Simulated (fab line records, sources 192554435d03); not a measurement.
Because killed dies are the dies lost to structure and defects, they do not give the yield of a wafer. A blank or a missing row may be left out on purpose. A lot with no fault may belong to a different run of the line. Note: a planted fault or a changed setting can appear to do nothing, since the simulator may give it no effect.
fab line records | flow n5-finfet
record lots=7 wafers=39
route steps=1938 shown ZERO_LAYER@16 FIN_SAQP@96 SD_EPI_P@321 MOL_CONTACT_COAG@584 BEOL_M0_SAQP@676 BEOL_M1@800 BEOL_M4@1084 BEOL_M5@1174 BEOL_M8@1377 BEOL_M10@1512 BEOL_M11@1573 BEOL_M15@1773 PASSIVATION@1936
start-h: hours from the record's opening day to when the first of the lot's shown wafers began | wait-h: time in hours since the lot's previous step | " as in the row above | L1.1+2: a single row standing in for several wafers | - no value, or no start was given | * or withheld: withheld | < > ~ a bound
route shown NAME@n: names a module that has steps shown in the file, with the first one's number in the route | usual: the fault-free wafers' mean and standard deviation | same: alike in all rows | chamber/n: place in a boat | sites: the reading at each site | _std_site: standard deviation of those values | _edge_site: outer sites' mean less inner sites' | radius-mm: how far each site lies from the wafer's centre | mask NAME#n: copy n | behind: the most recent tool/chamber to have shaped the wafer | hold: the reason the lot was held/the length of the hold in hours/how it ended | device: the transistor (n, p or np) that didn't switch | end of line: the same wafers' tests at the end of the route | a step without rows: its recipe alone | killed: the dies lost at the first sort to structure and to defects; this is not the yield of the wafer | map: shows each die of a wafer: x if killed, . if not, _ if none is there
set.NAME: the setting as run; set.NAME@STEP: as run at that earlier step | model.NAME: the simulator's own value behind a step, which no gauge read
lots where settings were altered on purpose, with a table for each step and a row for each wafer
## steps
# step N5_ZERO_LAYER_ETCH_18
# recipe chemistry=HBr/Cl2 target=Si target-depth-a=1200 time-s=40 pressure-mtorr=10 icp-w=800 bias-w=75 HBr_flow_sccm=150 Cl2_flow_sccm=80
# step N5_FIN_SAQP_HM_DEP_03
# recipe material=SiNx target-thk-a=380 temp-c=400 precursor=SiH4/NH3/N2 pressure-torr=1.5 rf-w=300 time-s=33.6
# step N5_SD_EPI_P_EPI_21
# recipe material=SiGe:B dopant=B temp-c=550 pressure-torr=20 ambient=H2 time-s=355
# step N5_MOL_CONTACT_COAG_ETCHBACK_135
# recipe chemistry=CHF3 target=SiO2 target-depth-a=250 time-s=16.7 ion-energy-ev=200 pressure-mtorr=30 source-w=610 bias-w=170 Ar_flow_sccm=200 CHF3_flow_sccm=50
# step N5_BEOL_M0_SAQP_SPACER2_ALD_26
# recipe material=SiO2 target-thk-a=150 temp-c=300 ald-precursor-family=BDEAS ald-co-reactant=O2-plasma pulse-time-s=1 purge-time-s=2 co-reactant-purge-time-s=2 pressure-torr=2
# step N5_BEOL_M1_TRENCH_ETCH_37
# recipe chemistry=C4F6/O2 target-depth-a=552.07 target=SiOC time-s=29 ion-energy-ev=250 pressure-mtorr=30 source-w=355 bias-w=185 Ar_flow_sccm=300 C4F6_flow_sccm=10 O2_flow_sccm=10
# step N5_BEOL_M4_SPUTTER_48
# recipe material=Cu target-thk-a=45 temp-c=-20 chamber-pressure-pa=0.07 power-w=withheld time-s=8.29
# step N5_BEOL_M5_CVD_47
# recipe material=Co target-thk-a=30 temp-c=withheld precursor=CCTBA/H2 pressure-torr=30 time-s=216
# step N5_BEOL_M8_TRENCH_ETCH_37
# recipe chemistry=C4F6/O2 target-depth-a=934.78 target=SiCOH_lowk time-s=31.2 ion-energy-ev=250 pressure-mtorr=30 source-w=345 bias-w=185 Ar_flow_sccm=300 C4F6_flow_sccm=10 O2_flow_sccm=10
# step N5_BEOL_M10_TRENCH_ETCH_37
# recipe chemistry=C4F6/O2 target-depth-a=1488.3 target=SiCOH_lowk time-s=48 ion-energy-ev=250 pressure-mtorr=30 source-w=345 bias-w=185 Ar_flow_sccm=300 C4F6_flow_sccm=10 O2_flow_sccm=10
# step N5_BEOL_M11_ETCH_66
# recipe chemistry=N2/H2 target=SOC target-depth-a=1200 overetch-a=240 mask-material=SiARC temp-c=40 time-s=180 ion-energy-ev=200 pressure-mtorr=30 source-w=840 bias-w=150 n2-flow-sccm=200 h2-flow-sccm=200
# step N5_BEOL_M15_ILD_DEP_00
# recipe material=SiO2 target-thk-a=16293 temp-c=400 precursor=TEOS/O2 pressure-torr=6.5 rf-w=900 teos-flow-sccm=161.4 gas=O2 flow-sccm=2650 time-s=346.1
# step N5_PASSIVATION_PROBE_49
# usual sort_bin_5_function=5.2/0.91
# columns lot.wafer tool chamber start-h wait-h set.target-depth-a@ZERO_LAYER_ETCH_18 set.target-thk-a@FIN_SAQP_HM_DEP_03 set.time-s@SD_EPI_P_EPI_21 set.time-s@MOL_CONTACT_COAG_ETCHBACK_135 set.target-thk-a@BEOL_M0_SAQP_SPACER2_ALD_26 set.target-depth-a@BEOL_M1_TRENCH_ETCH_37 set.time-s@BEOL_M4_SPUTTER_48 set.target-thk-a@BEOL_M5_CVD_47 set.target-depth-a@BEOL_M8_TRENCH_ETCH_37 set.target-depth-a@BEOL_M10_TRENCH_ETCH_37 set.time-s@BEOL_M11_ETCH_66 set.target-thk-a@BEOL_M15_ILD_DEP_00 sort_bin_5_function[%]
L079.1 prober-01 - 316.83 0.0 1200 380 355 16.7 150 552.07 8.29 30 934.78 1488.3 180 16293 5.2
L079.5 prober-01 - 317.03 0.2 1200 380 355 16.7 150 552.07 8.29 30 934.78 1488.3 180 16293 5.9
L079.6 prober-01 - 317.08 0.3 1200 380 355 16.7 150 552.07 8.29 30 934.78 1488.3 180 16293 5.8
L081.1 prober-01 - 342.58 0.0 1200 380 355 12.35 150 811.6 8.29 30 934.78 1932 180 16293 5.8
L081.2 prober-01 - 342.63 0.1 1200 380 355 16.7 69.28 552.07 6.218 30 934.78 1932 103 22720 3.9
L081.3 prober-01 - 342.68 0.1 1200 380 355 16.7 69.28 552.07 8.29 30 506.2 1488.3 180 22720 6.6
L081.4 prober-01 - 342.73 0.2 1200 380 355 12.35 69.28 811.6 6.218 19 506.2 1932 180 22720 4.9
L081.5 prober-01 - 342.78 0.2 1200 380 355 16.7 150 811.6 8.29 19 506.2 1488.3 103 16293 13.9
L081.6 prober-01 - 342.83 0.3 1200 380 355 12.35 150 552.07 6.218 19 934.78 1488.3 103 16293 97.1
L084.1 prober-01 - 356.39 0.0 1565 510.6 355 21.02 106.3 396.8 8.29 30 1204 1819 100.2 16293 4.3
L084.2 prober-01 - 356.44 0.1 1200 510.6 539.1 21.02 106.3 552.07 8.29 17.75 934.78 1819 180 11030 5.3
L084.3 prober-01 - 356.49 0.1 1200 380 539.1 21.02 150 552.07 9.72 30 934.78 1488.3 100.2 11030 96.7
L084.4 prober-01 - 356.54 0.2 1565 510.6 355 16.7 150 552.07 8.29 17.75 1204 1488.3 100.2 16293 96.0
L084.5 prober-01 - 356.59 0.2 1565 380 539.1 16.7 106.3 396.8 9.72 17.75 934.78 1819 180 16293 7.0
L084.6 prober-01 - 356.64 0.3 1200 380 355 16.7 150 396.8 9.72 30 1204 1488.3 180 11030 5.1
L082.1 prober-01 - 357.26 0.0 1200 380 355 16.7 150 734.8 8.29 30 764.3 1488.3 180 16293 5.0
L082.2 prober-01 - 357.31 0.1 800.3 202.1 436.6 16.7 150 552.07 8.29 40.33 934.78 1488.3 180 21120 5.4
L082.3 prober-01 - 357.36 0.1 1200 202.1 436.6 23.84 150 734.8 8.29 40.33 934.78 1847 180 16293 6.4
L082.4 prober-01 - 357.41 0.2 800.3 380 355 16.7 150 734.8 10.6 40.33 764.3 1847 180 21120 4.0
L082.5 prober-01 - 357.46 0.2 1200 202.1 355 23.84 150 552.07 10.6 30 934.78 1847 180 16293 4.4
L082.6 prober-01 - 357.51 0.3 800.3 380 436.6 23.84 150 552.07 10.6 30 764.3 1488.3 180 21120 3.5
L087.1 prober-01 - 373.28 0.0 1200 380 272.2 16.7 225.2 552.07 8.29 30 743.5 1488.3 180 16293 97.1
L087.2 prober-01 - 373.33 0.1 1200 208.1 355 16.7 150 346.5 8.29 30 934.78 1788 180 16293 6.7
L087.3 prober-01 - 373.38 0.1 899.4 380 272.2 16.7 150 346.5 8.29 30 743.5 1788 180 24770 5.7
L087.4 prober-01 - 373.43 0.2 899.4 380 355 16.7 225.2 346.5 8.29 30 743.5 1488.3 180 24770 95.6
L087.5 prober-01 - 373.48 0.2 899.4 208.1 272.2 16.7 150 552.07 8.29 30 934.78 1488.3 180 16293 4.1
L087.6 prober-01 - 373.53 0.3 1200 208.1 355 16.7 225.2 552.07 8.29 30 934.78 1788 180 24770 95.2
L091.1 prober-02 - 397.43 0.0 568.4 306.5 201.5 16.7 150 829 8.29 30 934.78 1488.3 262.2 25460 6.3
L091.2 prober-02 - 397.48 0.1 1200 306.5 355 16.7 198.9 552.07 8.29 21.7 1420 1900 262.2 25460 94.5
L091.3 prober-02 - 397.53 0.1 1200 380 201.5 16.7 150 552.07 9.553 30 934.78 1488.3 180 16293 6.4
L091.4 prober-02 - 397.58 0.2 568.4 306.5 355 16.7 198.9 829 8.29 30 1420 1900 180 25460 95.5
L091.5 prober-02 - 397.63 0.2 568.4 380 201.5 16.7 198.9 829 9.553 21.7 934.78 1900 262.2 16293 96.2
L091.6 prober-02 - 397.68 0.3 1200 380 355 16.7 150 552.07 9.553 21.7 1420 1488.3 180 16293 7.5
L096.1 prober-01 - 432.35 0.0 674.5 586.2 355 21.58 87.48 300.3 10.1 30 934.78 1488.3 90.37 16293 4.3
L096.2 prober-01 - 432.40 0.1 674.5 380 355 16.7 150 300.3 8.29 40.45 934.78 855.9 90.37 24980 95.9
L096.3 prober-01 - 432.45 0.1 1200 380 355 16.7 87.48 552.07 8.29 30 934.78 1488.3 180 16293 4.7
L096.4 prober-01 - 432.50 0.2 1200 586.2 277.8 16.7 87.48 300.3 10.1 40.45 934.78 855.9 180 16293 4.1
L096.5 prober-01 - 432.55 0.2 1200 380 277.8 21.58 150 552.07 10.1 30 934.78 855.9 180 24980 5.3
L096.6 prober-01 - 432.60 0.3 674.5 586.2 277.8 21.58 150 552.07 8.29 40.45 934.78 1488.3 90.37 24980 96.5
# killed by level:class
L079.1 DUMMY_GATE:geometric-particle:open=13 MOL_CONTACT_COAG:geometric-particle:open=11 BEOL_M0_SAQP:geometric-particle:open=8 BEOL_M0_SAQP:geometric-particle:short=7 BEOL_M3:geometric-particle:open=6 FIN_SAQP:geometric-particle:short=5 STI_FIN_REVEAL:geometric-particle:open=5 BEOL_M5:geometric-particle:open=5
L079.5 FIN_SAQP:geometric-particle:open=19 FIN_SAQP:geometric-particle:short=12 BEOL_M0_SAQP:geometric-particle:open=10 BEOL_M5:geometric-particle:open=9 GATE_CUT:geometric-particle:short=8 DUMMY_GATE:geometric-particle:open=7 BEOL_M0_SAQP:geometric-particle:short=7 MOL_CONTACT_COAG:geometric-particle:short=4
L079.6 FIN_SAQP:geometric-particle:short=14 STI_FIN_REVEAL:geometric-particle:open=12 FIN_SAQP:geometric-particle:open=9 BEOL_M0_SAQP:geometric-particle:open=9 DUMMY_GATE:geometric-particle:open=9 BEOL_M0_SAQP:geometric-particle:short=9 BEOL_M4:geometric-particle:open=7 MOL_CONTACT_COAG:geometric-particle:open=4
L081.1 BEOL_M1:area-etch=944 BEOL_M1:geometric-particle:open=12 MOL_CONTACT_COAG:geometric-particle:open=12 BEOL_M0_SAQP:geometric-particle:short=12 BEOL_M2:geometric-particle:open=11 FIN_SAQP:geometric-particle:short=8 FIN_SAQP:geometric-particle:open=7 BEOL_M3:geometric-particle:open=7
L081.2 BEOL_M0_SAQP:area-ald=1097 BEOL_M0_SAQP:geometric-particle:short=17 BEOL_M0_SAQP:geometric-particle:open=12 BEOL_M3:geometric-particle:open=7 FIN_SAQP:geometric-particle:open=5 FIN_SAQP:geometric-particle:short=5 BEOL_M1:geometric-particle:open=5 GATE_CUT:geometric-particle:short=4
L081.3 BEOL_M0_SAQP:area-ald=1049 MOL_CONTACT_COAG:geometric-particle:open=17 BEOL_M1:geometric-particle:open=14 STI_FIN_REVEAL:geometric-particle:open=13 BEOL_M0_SAQP:geometric-particle:short=10 BEOL_M4:geometric-particle:open=7 ILD0:geometric-particle:short=7 FIN_SAQP:geometric-particle:open=6
L081.4 BEOL_M0_SAQP:area-ald=1089 BEOL_M3:geometric-particle:open=17 MOL_CONTACT_COAG:geometric-particle:open=11 FIN_SAQP:geometric-particle:open=7 STI_FIN_REVEAL:geometric-particle:open=6 BEOL_M0_SAQP:geometric-particle:short=5 ILD0:geometric-particle:open=4 GATE_CUT:geometric-particle:open=4
L081.5 BEOL_M1:area-etch=897 BEOL_M11:area-etch=108 BEOL_M8:area-ecd=76 STI_FIN_REVEAL:geometric-particle:open=8 FIN_SAQP:geometric-particle:open=7 BEOL_M0_SAQP:geometric-particle:short=6 DUMMY_GATE:geometric-particle:open=5 BEOL_M4:geometric-particle:short=5
L081.6 BEOL_M11:area-etch=1074 FIN_SAQP:geometric-particle:open=16 BEOL_M1:geometric-particle:open=11 FIN_SAQP:geometric-particle:short=8 STI_FIN_REVEAL:geometric-particle:open=8 BEOL_M0_SAQP:geometric-particle:open=6 MOL_CONTACT_COAG:geometric-particle:open=5 MOL_CONTACT_COAG:geometric-particle:short=4
L084.1 BEOL_M0_SAQP:area-ald=1092 MOL_CONTACT_COAG:geometric-particle:open=12 BEOL_M3:geometric-particle:open=10 STI_FIN_REVEAL:geometric-particle:open=6 DUMMY_GATE:geometric-particle:open=6 FIN_SAQP:geometric-particle:short=4 MOL_CONTACT_COAG:geometric-particle:short=4 BEOL_M0_SAQP:geometric-particle:short=4
L084.2 BEOL_M0_SAQP:area-ald=1077 FIN_SAQP:geometric-particle:open=15 MOL_CONTACT_COAG:geometric-particle:open=15 BEOL_M3:geometric-particle:open=9 BEOL_M1:geometric-particle:open=8 FIN_SAQP:geometric-particle:short=6 BEOL_M0_SAQP:geometric-particle:short=6 BEOL_M4:geometric-particle:open=6
L084.3 BEOL_M11:area-etch=1072 STI_FIN_REVEAL:geometric-particle:open=13 MOL_CONTACT_COAG:geometric-particle:open=12 BEOL_M3:geometric-particle:open=9 MOL_CONTACT_COAG:geometric-particle:short=7 BEOL_M0_SAQP:geometric-particle:open=6 GATE_CUT:geometric-particle:open=5 BEOL_M0_SAQP:geometric-particle:short=5
L084.4 BEOL_M11:area-etch=1056 BEOL_M2:geometric-particle:open=16 MOL_CONTACT_COAG:geometric-particle:open=15 BEOL_M1:geometric-particle:open=15 FIN_SAQP:geometric-particle:open=12 FIN_SAQP:geometric-particle:short=9 STI_FIN_REVEAL:geometric-particle:open=8 BEOL_M3:geometric-particle:open=7
L084.5 BEOL_M0_SAQP:area-ald=1039 MOL_CONTACT_COAG:geometric-particle:open=26 STI_FIN_REVEAL:geometric-particle:open=21 BEOL_M0_SAQP:geometric-particle:open=10 BEOL_M0_SAQP:geometric-particle:short=9 FIN_SAQP:geometric-particle:short=7 BEOL_M3:geometric-particle:open=7 FIN_SAQP:geometric-particle:open=5
L084.6 MOL_CONTACT_COAG:geometric-particle:open=17 GATE_CUT:geometric-particle:short=9 MOL_CONTACT_COAG:geometric-particle:short=9 FIN_SAQP:geometric-particle:short=7 FIN_SAQP:geometric-particle:open=5 STI_FIN_REVEAL:geometric-particle:open=5 BEOL_M1:geometric-particle:open=4 BEOL_M0_SAQP:geometric-particle:short=3
L082.1 BEOL_M1:area-etch=170 BEOL_M3:geometric-particle:open=12 BEOL_M4:geometric-particle:open=8 FIN_SAQP:geometric-particle:open=7 STI_FIN_REVEAL:geometric-particle:open=6 MOL_CONTACT_COAG:geometric-particle:open=6 FIN_SAQP:geometric-particle:short=5 BEOL_M1:geometric-particle:open=4
L082.2 FIN_SAQP:geometric-particle:open=16 MOL_CONTACT_COAG:geometric-particle:open=12 FIN_SAQP:geometric-particle:short=7 BEOL_M0_SAQP:geometric-particle:open=7 STI_FIN_REVEAL:geometric-particle:open=5 DUMMY_GATE:geometric-particle:open=5 ILD0:geometric-particle:open=5 MOL_CONTACT_COAG:geometric-particle:short=4
L082.3 BEOL_M1:area-etch=45 FIN_SAQP:geometric-particle:open=21 MOL_CONTACT_COAG:geometric-particle:open=21 BEOL_M3:geometric-particle:open=10 DUMMY_GATE:geometric-particle:open=7 MOL_CONTACT_COAG:geometric-particle:short=6 BEOL_M2:geometric-particle:open=6 BEOL_M4:geometric-particle:open=6
L082.4 BEOL_M1:area-etch=16 FIN_SAQP:geometric-particle:open=14 BEOL_M3:geometric-particle:open=8 MOL_CONTACT_COAG:geometric-particle:open=6 STI_FIN_REVEAL:geometric-particle:open=5 PAD_METAL:geometric-particle:short=5 STARTING-WAFER:geometric-particle:open=4 FIN_SAQP:geometric-particle:short=3
L082.5 FIN_SAQP:geometric-particle:open=16 MOL_CONTACT_COAG:geometric-particle:open=9 BEOL_M3:geometric-particle:open=8 DUMMY_GATE:geometric-particle:open=7 FIN_SAQP:geometric-particle:short=6 DUMMY_GATE:geometric-particle:short=5 BEOL_M2:geometric-particle:open=5 BEOL_M0_SAQP:geometric-particle:open=4
L082.6 FIN_SAQP:geometric-particle:open=8 MOL_CONTACT_COAG:geometric-particle:open=7 BEOL_M1:geometric-particle:open=7 FIN_SAQP:geometric-particle:short=6 BEOL_M0_SAQP:geometric-particle:open=5 BEOL_M4:geometric-particle:open=4 BEOL_M0_SAQP:geometric-particle:short=3 STARTING-WAFER:geometric-particle:short=3
L087.1 BEOL_M0_SAQP:area-ald=1083 STI_FIN_REVEAL:geometric-particle:open=21 FIN_SAQP:geometric-particle:open=12 FIN_SAQP:geometric-particle:short=12 MOL_CONTACT_COAG:geometric-particle:open=7 STI_FIN_REVEAL:geometric-particle:short=4 DUMMY_GATE:geometric-particle:short=4 DUMMY_GATE:geometric-particle:open=4
L087.2 STI_FIN_REVEAL:geometric-particle:open=21 FIN_SAQP:geometric-particle:short=21 FIN_SAQP:geometric-particle:open=12 MOL_CONTACT_COAG:geometric-particle:open=8 DUMMY_GATE:geometric-particle:open=7 STI_FIN_REVEAL:geometric-particle:short=5 BEOL_M3:geometric-particle:open=5 BEOL_M4:geometric-particle:open=5
L087.3 FIN_SAQP:geometric-particle:short=17 FIN_SAQP:geometric-particle:open=16 BEOL_M4:geometric-particle:open=11 STI_FIN_REVEAL:geometric-particle:open=10 MOL_CONTACT_COAG:geometric-particle:open=10 BEOL_M0_SAQP:geometric-particle:short=8 BEOL_M3:geometric-particle:open=7 GATE_CUT:geometric-particle:short=6
L087.4 BEOL_M0_SAQP:area-ald=1057 STI_FIN_REVEAL:geometric-particle:open=20 FIN_SAQP:geometric-particle:short=17 FIN_SAQP:geometric-particle:open=13 STI_FIN_REVEAL:geometric-particle:short=8 MOL_CONTACT_COAG:geometric-particle:open=7 BEOL_M0_SAQP:geometric-particle:open=5 BEOL_M4:geometric-particle:open=5
L087.5 STI_FIN_REVEAL:geometric-particle:open=9 FIN_SAQP:geometric-particle:open=8 BEOL_M3:geometric-particle:open=7 DUMMY_GATE:geometric-particle:open=7 MOL_CONTACT_COAG:geometric-particle:open=7 FIN_SAQP:geometric-particle:short=6 STI_FIN_REVEAL:geometric-particle:short=5 BEOL_M0_SAQP:geometric-particle:short=5
L087.6 BEOL_M0_SAQP:area-ald=1053 FIN_SAQP:geometric-particle:open=19 FIN_SAQP:geometric-particle:short=15 STI_FIN_REVEAL:geometric-particle:open=13 BEOL_M2:geometric-particle:open=7 GATE_CUT:geometric-particle:short=6 DUMMY_GATE:geometric-particle:open=5 MOL_CONTACT_COAG:geometric-particle:open=5
L091.1 BEOL_M1:area-etch=1002 BEOL_M3:geometric-particle:open=19 FIN_SAQP:geometric-particle:open=16 FIN_SAQP:geometric-particle:short=11 BEOL_M0_SAQP:geometric-particle:short=8 MOL_CONTACT_COAG:geometric-particle:open=6 BEOL_M0_SAQP:geometric-particle:open=6 STI_FIN_REVEAL:geometric-particle:open=5
L091.2 BEOL_M0_SAQP:area-ald=1039 FIN_SAQP:geometric-particle:open=22 FIN_SAQP:geometric-particle:short=18 STI_FIN_REVEAL:geometric-particle:open=12 BEOL_M0_SAQP:geometric-particle:open=8 BEOL_M3:geometric-particle:open=8 MOL_CONTACT_COAG:geometric-particle:open=7 BEOL_M0_SAQP:geometric-particle:short=6
L091.3 FIN_SAQP:geometric-particle:open=27 FIN_SAQP:geometric-particle:short=13 STI_FIN_REVEAL:geometric-particle:open=10 MOL_CONTACT_COAG:geometric-particle:open=10 BEOL_M0_SAQP:geometric-particle:short=9 MOL_CONTACT_COAG:geometric-particle:short=7 GATE_CUT:geometric-particle:short=4 GATE_CUT:geometric-particle:open=4
L091.4 BEOL_M0_SAQP:area-ald=1058 FIN_SAQP:geometric-particle:open=15 FIN_SAQP:geometric-particle:short=11 BEOL_M0_SAQP:geometric-particle:open=11 BEOL_M4:geometric-particle:open=10 BEOL_M0_SAQP:geometric-particle:short=9 STI_FIN_REVEAL:geometric-particle:open=8 BEOL_M3:geometric-particle:open=8
L091.5 BEOL_M0_SAQP:area-ald=1060 BEOL_M3:geometric-particle:open=13 FIN_SAQP:geometric-particle:open=12 BEOL_M0_SAQP:geometric-particle:open=12 BEOL_M0_SAQP:geometric-particle:short=11 MOL_CONTACT_COAG:geometric-particle:open=10 STI_FIN_REVEAL:geometric-particle:open=8 FIN_SAQP:geometric-particle:short=6
L091.6 BEOL_M8:area-etch=100 FIN_SAQP:geometric-particle:open=24 MOL_CONTACT_COAG:geometric-particle:open=19 FIN_SAQP:geometric-particle:short=17 BEOL_M0_SAQP:geometric-particle:short=13 BEOL_M0_SAQP:geometric-particle:open=10 GATE_CUT:geometric-particle:short=5 MOL_CONTACT_COAG:geometric-particle:short=5
L096.1 BEOL_M0_SAQP:area-ald=1077 MOL_CONTACT_COAG:geometric-particle:open=9 FIN_SAQP:geometric-particle:short=8 BEOL_M0_SAQP:geometric-particle:open=7 STI_FIN_REVEAL:geometric-particle:open=6 BEOL_M1:geometric-particle:open=6 BEOL_M2:geometric-particle:open=6 BEOL_M3:geometric-particle:open=6
L096.2 BEOL_M11:area-etch=1070 FIN_SAQP:geometric-particle:short=7 FIN_SAQP:geometric-particle:open=7 BEOL_M0_SAQP:geometric-particle:short=7 BEOL_M1:geometric-particle:open=7 BEOL_M3:geometric-particle:open=7 BEOL_M0_SAQP:geometric-particle:open=6 BEOL_M8:geometric-particle:open=6
L096.3 BEOL_M0_SAQP:area-ald=1081 BEOL_M0_SAQP:geometric-particle:short=10 FIN_SAQP:geometric-particle:short=9 BEOL_M0_SAQP:geometric-particle:open=7 BEOL_M1:geometric-particle:open=7 BEOL_M3:geometric-particle:open=5 STI_FIN_REVEAL:geometric-particle:open=5 BEOL_M1:geometric-particle:short=5
L096.4 BEOL_M0_SAQP:area-ald=1090 MOL_CONTACT_COAG:geometric-particle:open=11 BEOL_M0_SAQP:geometric-particle:open=10 BEOL_M0_SAQP:geometric-particle:short=9 DUMMY_GATE:geometric-particle:open=7 STI_FIN_REVEAL:geometric-particle:open=5 GATE_CUT:geometric-particle:short=4 GATE_CUT:geometric-particle:open=4
L096.5 BEOL_M10:area-ecd=78 MOL_CONTACT_COAG:geometric-particle:open=10 BEOL_M0_SAQP:geometric-particle:open=7 BEOL_M3:geometric-particle:open=7 BEOL_M4:geometric-particle:open=7 STI_FIN_REVEAL:geometric-particle:open=5 MOL_CONTACT_COAG:geometric-particle:short=5 BEOL_M0_SAQP:geometric-particle:short=5
L096.6 BEOL_M11:area-etch=1075 BEOL_M0_SAQP:geometric-particle:open=16 BEOL_M0_SAQP:geometric-particle:short=12 FIN_SAQP:geometric-particle:open=7 GATE_CUT:geometric-particle:short=6 BEOL_M3:geometric-particle:open=5 DUMMY_GATE:geometric-particle:open=5 BEOL_M2:geometric-particle:open=5
## key
split step=N5_ZERO_LAYER_ETCH_18 setting=target-depth-a stated-as=1200
response none clear
split step=N5_FIN_SAQP_HM_DEP_03 setting=target-thk-a stated-as=380
response none clear
split step=N5_SD_EPI_P_EPI_21 setting=time-s stated-as=355
response none clear
split step=N5_MOL_CONTACT_COAG_ETCHBACK_135 setting=time-s stated-as=16.7
response none clear
split step=N5_BEOL_M0_SAQP_SPACER2_ALD_26 setting=target-thk-a stated-as=150
response step=N5_PASSIVATION_PROBE_49 reading=sort_bin_5_function slope=+1.62 per=1% together-with=all explained=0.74
split step=N5_BEOL_M1_TRENCH_ETCH_37 setting=target-depth-a stated-as=552.07
response none clear
split step=N5_BEOL_M4_SPUTTER_48 setting=time-s stated-as=8.29
response none clear
split step=N5_BEOL_M5_CVD_47 setting=target-thk-a stated-as=30
response none clear
split step=N5_BEOL_M8_TRENCH_ETCH_37 setting=target-depth-a stated-as=934.78
response none clear
split step=N5_BEOL_M10_TRENCH_ETCH_37 setting=target-depth-a stated-as=1488.3
response none clear
split step=N5_BEOL_M11_ETCH_66 setting=time-s stated-as=180
response none clear
split step=N5_BEOL_M15_ILD_DEP_00 setting=target-thk-a stated-as=16293
response none clear
